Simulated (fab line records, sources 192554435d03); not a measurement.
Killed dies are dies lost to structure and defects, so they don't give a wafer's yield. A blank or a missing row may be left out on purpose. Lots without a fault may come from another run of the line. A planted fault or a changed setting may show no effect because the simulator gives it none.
Which tool did it? | flow n5_finfet | 12 lots, 36 wafers sampled, at 2 steps of a route of 1938

WHAT THE GAUGES READ, wafer by wafer
N5_SDB_INSPECT_36: inspects for defects (darkfield).
lot  | measured    | on                | raw_defect_count
L075 | day 4 06:46 | defect_inspect-02 | 29 28 31
L077 | day 4 17:10 | defect_inspect-02 | 25 44 42
L079 | day 5 05:57 | defect_inspect-02 | 43 46 30
L081 | day 5 18:17 | defect_inspect-02 | 63 24 53
L083 | day 6 10:19 | defect_inspect-01 | 33 32 64
L085 | day 6 17:05 | defect_inspect-02 | 32 42 28
L087 | day 7 04:09 | defect_inspect-01 | 51 46 71
L089 | day 7 14:31 | defect_inspect-01 | 33 15 31
L092 | day 8 09:54 | defect_inspect-01 | 42 55 19
L093 | day 8 16:07 | defect_inspect-01 | 24 29 32
L095 | day 9 04:52 | defect_inspect-01 | 16 13 16
L097 | day 9 18:14 | defect_inspect-01 | 13 31 11

WHICH TOOL RAN EACH LOT (tool, then ch and the chambers of the sampled wafers, then the start)
lot  | N5_SDB_ALD_29
L075 | ald_sin-02 ch 1,3, day 4 03:37
L077 | ald_sin-03 ch 0,3, day 4 14:06
L079 | ald_sin-03 ch 0,1,3, day 5 02:53
L081 | ald_sin-02 ch 0,1, day 5 15:13
L083 | ald_sin-04 ch 0,3, day 6 07:16
L085 | ald_sin-04 ch 1,2, day 6 14:01
L087 | ald_sin-03 ch 0,2, day 7 01:06
L089 | ald_sin-03 ch 1,2,3, day 7 11:28
L092 | ald_sin-02 ch 2,3, day 8 06:51
L093 | ald_sin-02 ch 0,1,3, day 8 13:04
L095 | ald_sin-03 ch 0,1, day 9 01:42
L097 | ald_sin-03 ch 0,1,3, day 9 15:11
- N5_SDB_ALD_29: deposits SiNx, target thk 30 nm, pulse time 1 s, ald cycles 600.

THE ANSWER, worked out from the rows above alone
Rule: what is usual is taken from the lots themselves. Put in order of their means at a reading, lots are off if they are a third of the lots or fewer, leave a main group of 4 or more, and stand apart from it by a gap of 3 or more times the standard deviation of the main group's means; of several such gaps the widest counts. A main group whose means are all the same, to the digits that the tables above print for the reading, isn't used. A lot without any number at a reading at which 4 lots or more have one is off too. The other lots that the step has rows for count as sound.
No lot is off at any reading shown: from this, nothing can be told.

WHAT THE SIMULATOR HAD PUT IN
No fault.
